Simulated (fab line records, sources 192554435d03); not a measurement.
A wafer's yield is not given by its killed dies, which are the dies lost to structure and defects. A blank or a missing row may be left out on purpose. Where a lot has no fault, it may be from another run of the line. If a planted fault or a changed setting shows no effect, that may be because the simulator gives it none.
Chamber matching    flow n5-finfet    pecvd-03 running N5_BEOL_M5_ILD_DEP_00: 3 sister chambers
The step deposits SiCOH lowk from DEMS/porogen, target thk 140.64 nm, time 25.9 s. 6 wafers are shown with their chamber, then 10 later ones without.

== WAFERS WITH THEIR CHAMBER ==
wafer   chamber  throttle-valve-pct (%)  showerhead-plenum-p-Torr (Torr)
L081.5  1        14.7                    5.717
L082.1  1        14.8                    5.715
L085.4  2        12.9                    5.749
L085.6  0        14.7                    5.742
L089.3  0        14.6                    5.736
L089.4  2        12.9                    5.737

== WAFERS WITHOUT THEIR CHAMBER ==
wafer   throttle-valve-pct (%)  showerhead-plenum-p-Torr (Torr)
L089.6  14.8                    5.735
L090.2  14.7                    5.724
L090.4  14.8                    5.734
L090.6  12.7                    5.750
L091.1  14.9                    5.723
L091.3  14.9                    5.742
L091.6  14.6                    5.758
L096.1  14.8                    5.729
L096.2  14.9                    5.737
L096.3  12.9                    5.747

== WHICH CHAMBER EACH ONE RAN IN ==
wafer   from the rows above      in truth
L089.6  can't be placed: 0 or 1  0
L090.2  can't be placed: 1 or 0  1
L090.4  can't be placed: 0 or 1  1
L090.6  2                        2
L091.1  1                        1
L091.3  can't be placed: 0 or 1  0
L091.6  0                        0
L096.1  can't be placed: 1 or 0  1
L096.2  can't be placed: 0 or 1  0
L096.3  2                        2
Correctly placed: 4 of 10. From these rows, 6 cannot be placed; in 6 the true chamber is one of the candidates. Placed wrongly: 0.
How it was worked out, from the rows above alone: a wafer's distance from a chamber is the root of the sum, over the readings, of the square of ((its reading less the chamber's mean) divided by the reading's scatter). If the next closest chamber is less than 2 further off than the closest, the wafer can't be placed; otherwise it belongs to the closest. The mean given for a chamber averages the wafers shown for that chamber. How the scatter is found: for the shown wafers, subtract from each reading the mean of its chamber, square and add these, divide the total by (wafers less chambers), then take the root.
